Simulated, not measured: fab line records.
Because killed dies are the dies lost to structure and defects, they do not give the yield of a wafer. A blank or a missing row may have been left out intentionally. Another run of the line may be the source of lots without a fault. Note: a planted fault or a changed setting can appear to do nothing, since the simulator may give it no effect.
fab line records ; flow n5_finfet
[record] lots = 9; wafers = 27; last_day = 17
route steps=1938 shown BEOL_M4@1111 BEOL_M5@1137 PASSIVATION@1936
lots with no fault: from the same line, run without faults
start_h: hours from the record's first day to the start of the lot's first wafer shown ; wait_h: hours from the lot's prior step to this one ; " identical to the entry in the row above ; L1.1+2: a single row standing in for several wafers ; - no value present, or no start provided ; * or withheld: withheld ; < > ~ a bound
route shown NAME@n: names a module that has steps shown in the file, with the first one's number in the route ; usual: mean/standard deviation taken from wafers without a fault ; same: alike in all rows ; chamber/n: place in a boat ; sites: readings site by site ; _std_site: how widely they spread, as a standard deviation ; _edge_site: mean of outer sites minus mean of inner sites ; radius_mm: for every site, how far away it sits from the centre of the wafer ; mask NAME#n: copy n ; behind: the last tool/chamber to shape the wafer ; hold: cause of the lot's hold/its duration in hours/its outcome ; device: whichever transistor did not switch (one of n, p or np) ; end of line: the route-end tests of the same wafers ; a step with no rows: only its recipe ; killed: count of dies lost to structure and defects at first sort (not the wafer's yield) ; map: per-die view of a wafer (x killed, . not killed, _ where there is no die)
set.NAME: setting as actually run; set.NAME@STEP: the setting as run at that earlier step ; model.NAME: the simulator's own value behind a step, which no gauge read
steps of the route over a sample of lots; a table a step, a row a wafer
services: the hour from which a tool's chamber was out of use, counted from the record's first day as start_h (under 0 if before that day), plus the number of hours and why
[[steps]]
[step N5_BEOL_M4_RC_MEAS_101]
[usual] DIBL_N = 36.3/1.2; DIBL_P = 36.1/1.6; IOFF_N = 0.161/0.023; IOFF_P = 0.209/0.027; ION_N = 676/8.9; ION_P = 462/5.3; SS_N = 71.5/0.51; SS_P = 73.2/0.5; VT_N = 249.1/2.5; VT_P = -249.9/2.8
lot.wafer;tool;chamber;start_h;wait_h;DIBL_N[mV/V];DIBL_P[mV/V];IOFF_N[nA/um];IOFF_P[nA/um];ION_N[uA/um];ION_P[uA/um];SS_N[mV/dec];SS_P[mV/dec];VT_N[mV];VT_P[mV]
L681.3;prober-02;0;185.41;0.3;35.5;34.7;0.126;0.169;658;450;70.6;72.4;250.9;-255.3
L681.4;prober-02;0;185.41;0.3;34.8;33.8;0.121;0.164;664;457;69.9;72.7;252.8;-255.6
L681.5;prober-02;0;185.41;0.3;36.0;35.1;0.137;0.182;672;459;70.4;72.3;252.8;-254.5
L691.1;prober-02;0;255.24;0.0;36.4;35.7;0.165;0.181;666;457;72.0;73.6;247.4;-253.8
L691.4;prober-02;0;255.24;0.0;37.0;36.8;0.178;0.193;674;456;71.8;74.2;249.3;-253.1
L691.6;prober-02;0;255.24;0.0;35.9;36.1;0.161;0.187;671;455;70.9;73.5;249.5;-253.2
L693.2;prober-01;0;256.72;0.2;36.9;35.3;0.150;0.187;673;460;70.5;72.4;250.0;-250.0
L693.3;prober-01;0;256.72;0.2;38.1;37.1;0.188;0.223;676;454;71.6;73.1;248.3;-248.1
L693.5;prober-01;0;256.72;0.2;38.1;36.7;0.179;0.210;674;464;71.6;73.3;246.3;-252.6
L694.1;prober-02;0;268.69;0.0;37.3;39.7;0.196;0.241;692;468;71.8;73.2;245.1;-249.5
L694.3;prober-02;0;268.69;0.0;37.7;39.0;0.200;0.229;687;466;72.1;74.0;247.1;-250.1
L694.6;prober-02;0;268.69;0.0;35.5;36.3;0.151;0.188;678;464;71.4;73.0;249.1;-253.0
L697.1;prober-02;0;278.72;0.0;36.8;37.2;0.177;0.220;679;460;72.2;73.3;249.4;-250.5
L697.5;prober-02;0;278.72;0.0;38.2;37.8;0.200;0.232;688;462;71.8;73.2;247.3;-247.2
L697.6;prober-02;0;278.72;0.0;37.9;37.5;0.186;0.225;680;467;72.0;72.1;247.4;-249.5
L696.2;prober-01;0;278.76;0.2;36.1;35.0;0.166;0.211;678;459;71.1;72.2;248.8;-248.8
L696.4;prober-01;0;278.76;0.2;35.7;34.4;0.149;0.200;675;460;71.5;72.8;249.9;-248.3
L696.6;prober-01;0;278.76;0.2;36.0;35.0;0.155;0.201;680;468;71.2;72.9;250.0;-248.5
L698.2;prober-02;0;284.75;0.2;34.3;35.7;0.117;0.192;663;461;71.9;72.9;254.1;-252.3
L698.4;prober-02;0;284.75;0.2;35.8;36.9;0.135;0.214;666;463;71.0;73.7;254.6;-249.9
L698.6;prober-02;0;284.75;0.2;36.0;37.6;0.138;0.222;673;467;71.6;73.1;254.9;-250.0
L699.1;prober-01;0;294.29;0.0;35.6;36.5;0.161;0.215;666;461;71.9;73.0;249.0;-250.2
L699.2;prober-01;0;294.29;0.0;36.1;37.8;0.182;0.238;681;461;71.8;73.9;246.7;-247.1
L699.6;prober-01;0;294.29;0.0;36.0;37.2;0.166;0.222;677;462;72.7;73.7;248.1;-251.9
L700.2;prober-01;0;310.37;0.2;37.1;36.4;0.166;0.217;679;465;71.8;73.3;250.1;-246.2
L700.3;prober-01;0;310.37;0.2;36.0;35.6;0.143;0.202;674;463;71.9;73.1;250.6;-248.4
L700.5;prober-01;0;310.37;0.2;35.0;34.3;0.132;0.178;662;457;71.6;73.4;251.1;-248.6
[step N5_BEOL_M5_STRIP_19]
[recipe] chemistry = O2; power_w = 400; temp_c = 40; pressure_mtorr = 30; rf_frequency_hz = 6e+07; bias_power_w = 0; overash_fraction = 0.2; o2_flow_sccm = 225
[usual] drypump_motor_current_A = 5.9/0.42; oes_product_au = 0.81/0.082; rf_vpp_V = 3.6/0.5; showerhead_plenum_p_Torr = 2.12/0.087; throttle_valve_pct = 16.63/0.23
[same] bias_power_w = 0
lot.wafer;tool;chamber;start_h;wait_h;drypump_motor_current_A;oes_product_au;rf_hours_counter_h;rf_vpp_V;showerhead_plenum_p_Torr;throttle_valve_pct
L681.3;rie_diel-02;3;189.26;0.1;5.5;0.94;12;4.0;2.24;16.48
L681.4;rie_diel-02;1;189.26;0.1;6.2;0.74;154;3.6;2.18;16.41
L681.5;rie_diel-02;1;189.26;0.1;6.2;0.74;-;3.5;2.18;16.39
L691.1;rie_diel-03;0;258.68;0.1;6.6;0.86;48;4.3;2.04;16.55
L691.4;rie_diel-03;2;258.68;0.1;5.3;0.74;171;3.6;2.01;16.81
L691.6;rie_diel-03;1;258.68;0.1;6.0;0.73;-;3.4;2.17;16.93
L693.2;rie_diel-03;1;261.38;0.1;5.9;0.72;192;3.1;2.17;16.95
L693.3;rie_diel-03;3;261.38;0.1;5.3;0.91;19;3.5;2.05;16.62
L693.5;rie_diel-03;0;261.38;0.1;6.7;0.85;-;4.3;2.04;16.56
L694.1;rie_diel-03;2;273.30;0.2;5.3;0.74;175;4.3;2.01;16.82
L694.3;rie_diel-03;1;273.30;0.2;5.9;0.72;195;3.2;2.17;16.95
L694.6;rie_diel-03;3;273.30;0.2;5.3;0.90;-;3.8;2.05;16.63
L696.2;rie_diel-02;0;281.74;0.1;6.0;0.80;103;3.6;2.20;16.41
L696.4;rie_diel-02;3;281.74;0.1;5.6;0.88;43;3.2;2.23;16.53
L696.6;rie_diel-02;2;281.74;0.1;6.2;0.73;-;4.0;1.98;17.06
L697.1;rie_diel-06;2;282.14;0.1;5.2;0.83;71;3.2;2.13;16.63
L697.5;rie_diel-06;2;282.14;0.1;5.3;0.84;-;4.2;2.13;16.64
L697.6;rie_diel-06;1;282.14;0.1;6.2;0.87;-;3.4;2.13;16.37
L698.2;rie_diel-06;3;288.78;0.1;5.8;0.80;115;3.2;2.20;16.46
L698.4;rie_diel-06;0;288.78;0.1;6.0;0.95;11;3.2;2.06;16.46
L698.6;rie_diel-06;1;288.78;0.1;6.1;0.86;-;5.0;2.13;16.37
L699.1;rie_diel-02;0;297.89;0.1;6.0;0.78;107;2.8;2.20;16.42
L699.2;rie_diel-02;3;297.89;0.1;5.6;0.86;48;3.4;2.23;16.55
L699.6;rie_diel-02;0;297.89;0.1;6.0;0.79;-;3.9;2.20;16.42
L700.2;rie_diel-02;3;313.42;0.1;5.6;0.87;52;4.1;2.23;16.56
L700.3;rie_diel-02;1;313.42;0.1;6.2;0.71;194;3.5;2.17;16.46
L700.5;rie_diel-02;1;313.42;0.1;6.2;0.71;-;4.0;2.17;16.47
[step N5_BEOL_M5_OVL_MEAS_29]
[recipe] points_per_wafer = 522
[usual] V4_OVL = 0.3/0.71
lot.wafer;tool;chamber;start_h;wait_h;V4_OVL[nm]
L681.3;overlay-02;0;191.01;0.0;0.8
L681.4;overlay-02;0;191.01;0.0;0.7
L681.5;overlay-02;0;191.01;0.0;1.2
L691.1;overlay-01;0;260.28;0.0;-0.4
L691.4;overlay-01;0;260.28;0.0;1.0
L691.6;overlay-01;0;260.28;0.0;-0.7
L693.2;overlay-02;0;261.92;0.0;1.2
L693.3;overlay-02;0;261.92;0.0;1.3
L693.5;overlay-02;0;261.92;0.0;1.4
L694.1;overlay-01;0;273.94;0.0;0.1
L694.3;overlay-01;0;273.94;0.0;-0.4
L694.6;overlay-01;0;273.94;0.0;-0.7
L696.2;overlay-01;0;283.37;0.0;-0.4
L696.4;overlay-01;0;283.37;0.0;0.4
L696.6;overlay-01;0;283.37;0.0;0.1
L697.1;overlay-01;0;283.53;0.0;0.7
L697.5;overlay-01;0;283.53;0.0;-0.6
L697.6;overlay-01;0;283.53;0.0;-0.9
L698.2;overlay-02;0;289.47;0.0;-0.8
L698.4;overlay-02;0;289.47;0.0;-0.4
L698.6;overlay-02;0;289.47;0.0;-0.4
L699.1;overlay-02;0;300.06;0.0;-0.1
L699.2;overlay-02;0;300.06;0.0;1.2
L699.6;overlay-02;0;300.06;0.0;1.4
L700.2;overlay-02;0;313.85;0.0;0.0
L700.3;overlay-02;0;313.85;0.0;-0.2
L700.5;overlay-02;0;313.85;0.0;-0.4
[step N5_BEOL_M5_INSPECT_30]
[recipe] mode = adi; inspect_instrument = brightfield
[usual] raw_defect_count = 409/110
lot.wafer;tool;chamber;start_h;wait_h;raw_defect_count
L681.3;defect_inspect-02;-;191.05;0.0;439
L681.4;defect_inspect-02;-;191.05;0.0;679
L681.5;defect_inspect-02;-;191.05;0.0;832
L691.1;defect_inspect-01;-;260.33;0.1;284
L691.4;defect_inspect-01;-;260.33;0.1;354
L691.6;defect_inspect-01;-;260.33;0.1;303
L693.2;defect_inspect-02;-;261.97;0.0;629
L693.3;defect_inspect-02;-;261.97;0.0;335
L693.5;defect_inspect-02;-;261.97;0.0;431
L694.1;defect_inspect-01;-;274.00;0.1;506
L694.3;defect_inspect-01;-;274.00;0.1;498
L694.6;defect_inspect-01;-;274.00;0.1;518
L696.2;defect_inspect-02;-;283.43;0.0;340
L696.4;defect_inspect-02;-;283.43;0.0;347
L696.6;defect_inspect-02;-;283.43;0.0;277
L697.1;defect_inspect-01;-;283.59;0.1;430
L697.5;defect_inspect-01;-;283.59;0.1;578
L697.6;defect_inspect-01;-;283.59;0.1;453
L698.2;defect_inspect-02;-;289.52;0.0;487
L698.4;defect_inspect-02;-;289.52;0.0;452
L698.6;defect_inspect-02;-;289.52;0.0;421
L699.1;defect_inspect-02;-;300.12;0.1;390
L699.2;defect_inspect-02;-;300.12;0.1;349
L699.6;defect_inspect-02;-;300.12;0.1;264
L700.2;defect_inspect-01;-;313.90;0.0;278
L700.3;defect_inspect-01;-;313.90;0.0;465
L700.5;defect_inspect-01;-;313.90;0.0;326
[step N5_BEOL_M5_TRENCH_ETCH_37]
[recipe] chemistry = C4F6/O2; target_depth_a = 716.52; target = SiCOH_lowk; time_s = 24.7; ion_energy_ev = 250; pressure_mtorr = 30; source_w = 345; bias_w = 185; Ar_flow_sccm = 300; C4F6_flow_sccm = 10; O2_flow_sccm = 10
[usual] C4F6_flow_sccm = 10.00/0.031; O2_flow_sccm = 10.00/0.031; drypump_motor_current_A = 5.9/0.45; oes_product_au = 0.81/0.082; rf_vpp_V = 670/6.4; showerhead_plenum_p_Torr = 2.87/0.11; throttle_valve_pct = 20.91/0.23
lot.wafer;tool;chamber;start_h;wait_h;C4F6_flow_sccm;O2_flow_sccm;drypump_motor_current_A;oes_product_au;rf_hours_counter_h;rf_vpp_V;showerhead_plenum_p_Torr;throttle_valve_pct
L681.3;rie_diel-03;1;191.35;-;10.00;10.06;5.9;0.73;171;666;2.96;21.16
L681.4;rie_diel-03;1;191.35;-;10.02;10.04;5.9;0.73;-;667;2.96;21.15
L681.5;rie_diel-03;2;191.35;-;9.95;9.98;5.3;0.75;-;664;2.73;20.96
L691.1;rie_diel-06;2;260.89;-;-;-;-;-;-;-;-;-
L691.4;rie_diel-06;2;260.89;-;-;-;-;-;-;-;-;-
L691.6;rie_diel-06;2;260.89;-;-;-;-;-;-;-;-;-
L693.2;rie_diel-02;2;262.27;-;-;-;-;-;-;-;-;-
L693.3;rie_diel-02;1;262.27;-;-;-;-;-;-;-;-;-
L693.5;rie_diel-02;1;262.27;-;-;-;-;-;-;-;-;-
L694.1;rie_diel-02;0;274.39;-;-;-;-;-;-;-;-;-
L694.3;rie_diel-02;3;274.39;-;-;-;-;-;-;-;-;-
L694.6;rie_diel-02;2;274.39;-;-;-;-;-;-;-;-;-
L696.2;rie_diel-06;1;283.72;-;10.01;9.95;6.1;0.87;45;659;2.90;20.68
L696.4;rie_diel-06;0;283.72;-;10.01;9.94;6.0;0.96;9;655;2.80;20.76
L696.6;rie_diel-06;2;283.72;-;9.99;10.04;5.2;0.84;-;677;2.89;20.90
L697.1;rie_diel-03;3;283.89;-;10.05;9.95;5.3;0.90;25;677;2.80;21.00
L697.5;rie_diel-03;2;283.89;-;10.01;10.05;5.3;0.74;-;664;2.72;21.02
L697.6;rie_diel-03;3;283.89;-;10.08;10.03;5.3;0.91;-;677;2.80;20.99
L698.2;rie_diel-02;1;289.84;-;9.97;10.00;6.3;0.71;188;676;2.94;20.63
L698.4;rie_diel-02;2;289.84;-;10.00;9.98;6.2;0.72;223;663;2.71;21.34
L698.6;rie_diel-02;0;289.84;-;9.98;10.01;6.0;0.79;-;672;2.98;20.63
L699.1;rie_diel-02;2;300.89;-;9.98;10.03;6.2;0.71;225;661;2.71;21.33
L699.2;rie_diel-02;1;300.89;-;9.98;9.99;6.3;0.71;190;675;2.94;20.62
L699.6;rie_diel-02;1;300.89;-;9.99;10.01;6.2;0.70;-;676;2.94;20.62
L700.2;rie_diel-03;2;314.40;-;9.96;10.03;5.3;0.72;186;664;2.72;21.04
L700.3;rie_diel-03;3;314.40;-;9.97;10.04;5.4;0.88;34;678;2.80;21.00
L700.5;rie_diel-03;3;314.40;-;10.00;10.02;5.4;0.88;-;677;2.80;21.01
[step N5_BEOL_M5_OCD_MEAS_38]
[usual] trench_depth_nm = 71.6/1.4
lot.wafer;tool;chamber;start_h;wait_h;trench_depth_nm
L681.3;ocd-02;-;191.51;-;70.4
L681.4;ocd-02;-;191.51;-;70.4
L681.5;ocd-02;-;191.51;-;70.5
L691.1;ocd-02;-;261.10;-;0
L691.4;ocd-02;-;261.10;-;0.3
L691.6;ocd-02;-;261.10;-;0.1
L693.2;ocd-01;-;262.43;-;0
L693.3;ocd-01;-;262.43;-;0.1
L693.5;ocd-01;-;262.43;-;0
L694.1;ocd-02;-;274.54;-;0.3
L694.3;ocd-02;-;274.54;-;0
L694.6;ocd-02;-;274.54;-;0
L696.2;ocd-01;-;283.88;-;72.6
L696.4;ocd-01;-;283.88;-;71.6
L696.6;ocd-01;-;283.88;-;71.2
L697.1;ocd-01;-;284.04;-;73.9
L697.5;ocd-01;-;284.04;-;70.9
L697.6;ocd-01;-;284.04;-;73.6
L698.2;ocd-01;-;290.00;-;71.4
L698.4;ocd-01;-;290.00;-;71.0
L698.6;ocd-01;-;290.00;-;71.6
L699.1;ocd-02;-;301.04;-;69.5
L699.2;ocd-02;-;301.04;-;69.6
L699.6;ocd-02;-;301.04;-;69.9
L700.2;ocd-01;-;314.55;-;69.5
L700.3;ocd-01;-;314.55;-;72.1
L700.5;ocd-01;-;314.55;-;72.7
[step N5_PASSIVATION_PROBE_49]
[usual] defect_limited_yield = 91.3/1.5; killed_at_M0_to_M3 = 35/10; killed_at_M4_up = 13/5.3; killed_at_contacts = 12/5.7; killed_at_front_end = 39/11; killed_at_other = 3.3/2.7; killed_dies = 102/18; killed_on_rim = 13/4; killed_open = 67/13; killed_short = 34/7.8; sort_bin_5_function = 5.1/1; sort_bin_6_memory = 3.3/0.68; sort_n_pass = 1078/18; sort_yield_pct = 91.3/1.5
[same] gross_dies = 1180; killed_at_back_side = 0; sort_bin_4_leakage[%] = 0; sort_bin_8_speed[%] = 0
lot.wafer;tool;chamber;start_h;wait_h;defect_limited_yield[%];killed_at_M0_to_M3;killed_at_M4_up;killed_at_contacts;killed_at_front_end;killed_at_other;killed_dies;killed_on_rim;killed_open;killed_short;sort_bin_5_function[%];sort_bin_6_memory[%];sort_n_pass;sort_yield_pct[%]
L693.2;prober-02;-;358.53;0.1;0;51;1089;8;32;0;1180;152;61;41;96.4;3.3;0;0
L693.3;prober-02;-;358.58;0.1;0;56;1090;5;29;0;1180;152;67;26;96.4;3.4;0;0
L693.5;prober-02;-;358.68;0.2;0;32;1105;10;27;6;1180;152;51;29;97.3;2.7;0;0
L691.1;prober-02;-;358.78;0.3;0;36;1108;7;26;3;1180;152;52;34;98.2;1.7;0;0
L691.4;prober-02;-;358.93;0.5;0;30;1083;21;43;3;1180;152;61;53;95.6;3.8;0;0
L691.6;prober-02;-;359.03;0.6;0;39;1101;10;26;4;1180;152;60;34;96.9;2.5;0;0
L694.1;prober-02;-;370.04;0.0;0;44;1066;14;51;5;1180;152;66;54;95.3;4.3;0;0
L694.3;prober-02;-;370.14;0.1;0;31;1092;23;32;2;1180;152;72;26;96.3;3.6;0;0
L694.6;prober-02;-;370.29;0.3;0;22;1113;14;27;4;1180;152;58;27;97.7;2.3;0;0
// killed by level:class
L693.2 BEOL_M5:area_etch=1075 BEOL_M2:geometric_particle:open=11 BEOL_M3:geometric_particle:open=9 FIN_SAQP:geometric_particle:short=8 BEOL_M0_SAQP:geometric_particle:short=8 FIN_SAQP:geometric_particle:open=7 BEOL_M3:geometric_particle:short=7 BEOL_M0_SAQP:geometric_particle:open=6
L693.3 BEOL_M5:area_etch=1085 BEOL_M0_SAQP:geometric_particle:open=16 BEOL_M3:geometric_particle:open=10 BEOL_M1:geometric_particle:open=8 BEOL_M2:geometric_particle:open=8 FIN_SAQP:geometric_particle:short=7 BEOL_M0_SAQP:geometric_particle:short=7 FIN_SAQP:geometric_particle:open=5
L693.5 BEOL_M5:area_etch=1098 MOL_CONTACT_COAG:geometric_particle:open=7 BEOL_M0_SAQP:geometric_particle:open=7 BEOL_M3:geometric_particle:open=7 BEOL_M4:geometric_particle:open=6 STARTING-WAFER:geometric_particle:short=6 BEOL_M0_SAQP:geometric_particle:short=5 STI_FIN_REVEAL:geometric_particle:open=4
L691.1 BEOL_M5:area_etch=1094 FIN_SAQP:geometric_particle:short=9 BEOL_M0:geometric_particle:open=9 BEOL_M0_SAQP:geometric_particle:open=6 MOL_CONTACT_COAG:geometric_particle:open=5 BEOL_M0_SAQP:geometric_particle:short=5 BEOL_M4:geometric_particle:open=5 BEOL_M1:geometric_particle:short=4
L691.4 BEOL_M5:area_etch=1066 MOL_CONTACT_COAG:geometric_particle:open=16 FIN_SAQP:geometric_particle:short=10 BEOL_M4:geometric_particle:open=9 STI_FIN_REVEAL:geometric_particle:open=8 GATE_CUT:geometric_particle:short=8 BEOL_M0:geometric_particle:open=6 FIN_SAQP:geometric_particle:open=5
L691.6 BEOL_M5:area_etch=1086 BEOL_M4:geometric_particle:open=13 BEOL_M0_SAQP:geometric_particle:open=13 BEOL_M0_SAQP:geometric_particle:short=12 MOL_CONTACT_COAG:geometric_particle:open=9 FIN_SAQP:geometric_particle:short=6 FIN_SAQP:geometric_particle:open=5 BEOL_M1:geometric_particle:open=5
L694.1 BEOL_M5:area_etch=1059 FIN_SAQP:geometric_particle:open=16 BEOL_M0_SAQP:geometric_particle:short=16 STI_FIN_REVEAL:geometric_particle:open=11 FIN_SAQP:geometric_particle:short=10 MOL_CONTACT_COAG:geometric_particle:open=10 BEOL_M0_SAQP:geometric_particle:open=10 GATE_CUT:geometric_particle:short=5
L694.3 BEOL_M5:area_etch=1082 MOL_CONTACT_COAG:geometric_particle:open=21 FIN_SAQP:geometric_particle:open=14 BEOL_M0_SAQP:geometric_particle:open=9 BEOL_M0_SAQP:geometric_particle:short=6 BEOL_M4:geometric_particle:open=6 FIN_SAQP:geometric_particle:short=4 BEOL_M2:geometric_particle:open=4
L694.6 BEOL_M5:area_etch=1095 BEOL_M4:geometric_particle:open=11 STI_FIN_REVEAL:geometric_particle:open=10 MOL_CONTACT_COAG:geometric_particle:open=10 FIN_SAQP:geometric_particle:short=5 BEOL_M0_SAQP:geometric_particle:short=5 BEOL_M1:geometric_particle:open=5 MOL_CONTACT_COAG:geometric_particle:short=4
[[services]]
tool;chamber;start_h;hours;kind
rie_diel-06;-;179.18;14.6;pm
rie_diel-03;3;179.37;-;clean
rie_diel-03;3;179.37;-;consumable_replace:focus_ring
rie_diel-03;3;179.37;16.3;scheduled_down
rie_diel-03;3;179.37;16.3;vent_cycle
rie_diel-02;0;201.01;9.1;repair
rie_diel-02;2;223.76;6.1;repair
rie_diel-06;0;229.98;-;clean
rie_diel-06;0;229.98;-;consumable_replace:focus_ring
rie_diel-06;0;229.98;14.3;scheduled_down
rie_diel-06;0;229.98;14.3;vent_cycle
rie_diel-02;2;237.18;4.4;repair
rie_diel-06;2;241.17;1.2;repair
rie_diel-06;3;259.63;4.8;repair
rie_diel-06;-;298.79;0.8;repair
[[key]]
[first_sign] step = N5_BEOL_M5_TRENCH_ETCH_37; reading = tool_record; direction = missing
[effect] step = N5_BEOL_M5_OCD_MEAS_38; reading = trench_depth_nm; direction = down; sigmas = 53; usual = 71.6; struck = 0.1
[effect] step = N5_PASSIVATION_PROBE_49; reading = killed_at_M4_up; direction = up; sigmas = 99+; usual = 13; struck = 1094
[more_kills_born_at] N5_BEOL_M5_TRENCH_ETCH_37@rie_diel-02 = 6494; N5_BEOL_M5_TRENCH_ETCH_37@rie_diel-06 = 3246
met_at N5_BEOL_M5_TRENCH_ETCH_37
struck_lots L691,L693,L694
later_rows_left_out L691.1,L691.4,L691.6,L693.2,L693.3,L693.5,L694.1,L694.3,L694.6
not_acting_at N5_BEOL_M5_STRIP_19,N5_BEOL_M5_OVL_MEAS_29,N5_BEOL_M5_INSPECT_30
[fault] kind = skipped_step_whole; tool = rie_diel-02,rie_diel-06; chamber = -; onset_h = 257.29; steps = N5_BEOL_M5_TRENCH_ETCH_37; scope = struck_lots_only
// later_rows_left_out: the simulator's readings of these wafers behind a module that went badly wrong aren't trusted and aren't shown, but for the sort
